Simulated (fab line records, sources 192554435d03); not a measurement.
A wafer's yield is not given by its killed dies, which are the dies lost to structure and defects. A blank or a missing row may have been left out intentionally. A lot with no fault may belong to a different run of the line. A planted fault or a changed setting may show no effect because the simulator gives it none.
Matching of chambers    flow n5_finfet    rie_diel-03 running N5_SD_EPI_P_ETCH_36: 4 sister chambers
The step etches SiARC in CF4, target depth 45.5 nm, time 75.8 s. 4 wafers are shown with their chamber, then 7 later ones without.

WAFERS PAIRED WITH THEIR CHAMBERS
wafer   chamber  throttle_valve_pct (%)
L078.1  1        15.69
L082.2  2        15.79
L082.3  3        15.82
L083.4  0        15.36

WAFERS WITHOUT THEIR CHAMBER
wafer   throttle_valve_pct (%)
L083.5  15.82
L089.2  15.82
L089.3  15.33
L089.5  15.81
L090.2  15.71
L090.3  15.34
L090.6  15.33

WHICH CHAMBER EACH WENT THROUGH
wafer    from the rows above       in truth
L083.5   can't be placed: 3 or 2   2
L089.2   can't be placed: 3 or 2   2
L089.3   0                         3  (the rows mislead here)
L089.5   can't be placed: 3 or 2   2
L090.2   1                         1
L090.3   0                         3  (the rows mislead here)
L090.6   0                         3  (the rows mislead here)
Correctly placed: 1 of 7. Not placeable from these rows: 3 (in 3, the candidates include the true chamber). 3 placed wrongly.
How it was worked out, from the rows above alone: a wafer's distance from a chamber is the root of the sum, over the readings, of the square of ((its reading less the chamber's mean) divided by the reading's scatter). If the next closest chamber is less than 2 further off than the closest, the wafer can't be placed; otherwise it belongs to the closest. The mean given for a chamber averages the wafers shown for that chamber. The scatter (one wafer shown for each chamber): square how far every hidden wafer sits from the nearest shown wafer, average those squares and take the square root.
